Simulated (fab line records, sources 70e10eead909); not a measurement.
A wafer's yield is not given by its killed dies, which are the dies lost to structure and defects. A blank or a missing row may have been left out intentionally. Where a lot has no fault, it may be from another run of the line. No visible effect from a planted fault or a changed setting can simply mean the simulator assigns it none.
Matching of chambers || flow nand_harc || NHARC_P_ZERO_WELL_DESCUM_13 on rie_diel-07: 4 sister chambers
The step chemistry O2, time 3 s. 16 wafers are shown with their chamber, then 8 later ones without.

## EACH WAFER AND ITS CHAMBER
{"wafer": "L076.1", "chamber": 3, "drypump_motor_current_A (A)": 5.8, "showerhead_plenum_p_Torr (Torr)": 2.03, "oes_product_au (a.u.)": 1.020}
{"wafer": "L076.2", "chamber": 2, "drypump_motor_current_A (A)": 5.6, "showerhead_plenum_p_Torr (Torr)": 1.83, "oes_product_au (a.u.)": 1.008}
{"wafer": "L076.6", "chamber": 0, "drypump_motor_current_A (A)": 5.1, "showerhead_plenum_p_Torr (Torr)": 1.93, "oes_product_au (a.u.)": 0.999}
{"wafer": "L083.3", "chamber": 2, "drypump_motor_current_A (A)": 5.7, "showerhead_plenum_p_Torr (Torr)": 1.83, "oes_product_au (a.u.)": 0.999}
{"wafer": "L083.4", "chamber": 0, "drypump_motor_current_A (A)": 5.1, "showerhead_plenum_p_Torr (Torr)": 1.92, "oes_product_au (a.u.)": 0.991}
{"wafer": "L083.6", "chamber": 3, "drypump_motor_current_A (A)": 5.8, "showerhead_plenum_p_Torr (Torr)": 2.02, "oes_product_au (a.u.)": 1.007}
{"wafer": "L086.1", "chamber": 2, "drypump_motor_current_A (A)": 5.6, "showerhead_plenum_p_Torr (Torr)": 1.83, "oes_product_au (a.u.)": 0.996}
{"wafer": "L086.2", "chamber": 1, "drypump_motor_current_A (A)": 6.0, "showerhead_plenum_p_Torr (Torr)": 1.93, "oes_product_au (a.u.)": 0.985}
{"wafer": "L086.4", "chamber": 0, "drypump_motor_current_A (A)": 5.1, "showerhead_plenum_p_Torr (Torr)": 1.92, "oes_product_au (a.u.)": 0.977}
{"wafer": "L087.3", "chamber": 0, "drypump_motor_current_A (A)": 5.1, "showerhead_plenum_p_Torr (Torr)": 1.92, "oes_product_au (a.u.)": 0.982}
{"wafer": "L087.5", "chamber": 0, "drypump_motor_current_A (A)": 5.1, "showerhead_plenum_p_Torr (Torr)": 1.92, "oes_product_au (a.u.)": 0.982}
{"wafer": "L087.6", "chamber": 3, "drypump_motor_current_A (A)": 5.9, "showerhead_plenum_p_Torr (Torr)": 2.01, "oes_product_au (a.u.)": 1.003}
{"wafer": "L090.3", "chamber": 2, "drypump_motor_current_A (A)": 5.6, "showerhead_plenum_p_Torr (Torr)": 1.82, "oes_product_au (a.u.)": 1.001}
{"wafer": "L090.4", "chamber": 1, "drypump_motor_current_A (A)": 6.0, "showerhead_plenum_p_Torr (Torr)": 1.92, "oes_product_au (a.u.)": 0.986}
{"wafer": "L090.6", "chamber": 0, "drypump_motor_current_A (A)": 5.1, "showerhead_plenum_p_Torr (Torr)": 1.92, "oes_product_au (a.u.)": 0.979}
{"wafer": "L093.4", "chamber": 1, "drypump_motor_current_A (A)": 6.0, "showerhead_plenum_p_Torr (Torr)": 1.92, "oes_product_au (a.u.)": 0.987}

SIGNATURES (averages over the wafers above)
{"reading": "drypump_motor_current_A", "chamber 0": 5.100, "chamber 1": 6.000, "chamber 2": 5.625, "chamber 3": 5.833, "scatter within a chamber": 0.0344}
{"reading": "showerhead_plenum_p_Torr", "chamber 0": 1.9217, "chamber 1": 1.9233, "chamber 2": 1.8275, "chamber 3": 2.0200, "scatter within a chamber": 0.00595}
{"reading": "oes_product_au", "chamber 0": 0.98500, "chamber 1": 0.98600, "chamber 2": 1.00100, "chamber 3": 1.01000, "scatter within a chamber": 0.007}
Rule: for a wafer and a chamber, the distance is found by dividing, reading by reading, the gap between the wafer's reading and the chamber's mean by the reading's scatter, squaring, summing and taking the root. If the next closest chamber is less than 2 further off than the closest, the wafer can't be placed; otherwise it belongs to the closest. The scatter is the square root of a quotient: the sum, over the shown wafers, of each reading's squared deviation from its chamber's mean, divided by wafers minus chambers.

## WAFERS WITH NO CHAMBER GIVEN
{"wafer": "L093.5", "drypump_motor_current_A (A)": 6.0, "showerhead_plenum_p_Torr (Torr)": 1.92, "oes_product_au (a.u.)": 0.993}
{"wafer": "L093.6", "drypump_motor_current_A (A)": 5.6, "showerhead_plenum_p_Torr (Torr)": 1.82, "oes_product_au (a.u.)": 1.013}
{"wafer": "L095.1", "drypump_motor_current_A (A)": 6.0, "showerhead_plenum_p_Torr (Torr)": 1.92, "oes_product_au (a.u.)": 0.982}
{"wafer": "L095.4", "drypump_motor_current_A (A)": 5.1, "showerhead_plenum_p_Torr (Torr)": 1.91, "oes_product_au (a.u.)": 0.983}
{"wafer": "L095.6", "drypump_motor_current_A (A)": 5.1, "showerhead_plenum_p_Torr (Torr)": 1.91, "oes_product_au (a.u.)": 1.002}
{"wafer": "L096.2", "drypump_motor_current_A (A)": 5.8, "showerhead_plenum_p_Torr (Torr)": 2.00, "oes_product_au (a.u.)": 0.993}
{"wafer": "L096.5", "drypump_motor_current_A (A)": 5.7, "showerhead_plenum_p_Torr (Torr)": 1.81, "oes_product_au (a.u.)": 1.005}
{"wafer": "L096.6", "drypump_motor_current_A (A)": 5.8, "showerhead_plenum_p_Torr (Torr)": 2.00, "oes_product_au (a.u.)": 0.999}

## WHICH CHAMBER EACH WENT THROUGH
{"wafer": "L093.5", "from the rows above": 1, "in truth": 1}
{"wafer": "L093.6", "from the rows above": 2, "in truth": 2}
{"wafer": "L095.1", "from the rows above": 1, "in truth": 1}
{"wafer": "L095.4", "from the rows above": 0, "in truth": 0}
{"wafer": "L095.6", "from the rows above": 0, "in truth": 0}
{"wafer": "L096.2", "from the rows above": 3, "in truth": 3}
{"wafer": "L096.5", "from the rows above": 2, "in truth": 2}
{"wafer": "L096.6", "from the rows above": 3, "in truth": 3}
8 of 8 placed correctly. Number that these rows cannot place: 0. Number placed wrongly: 0.
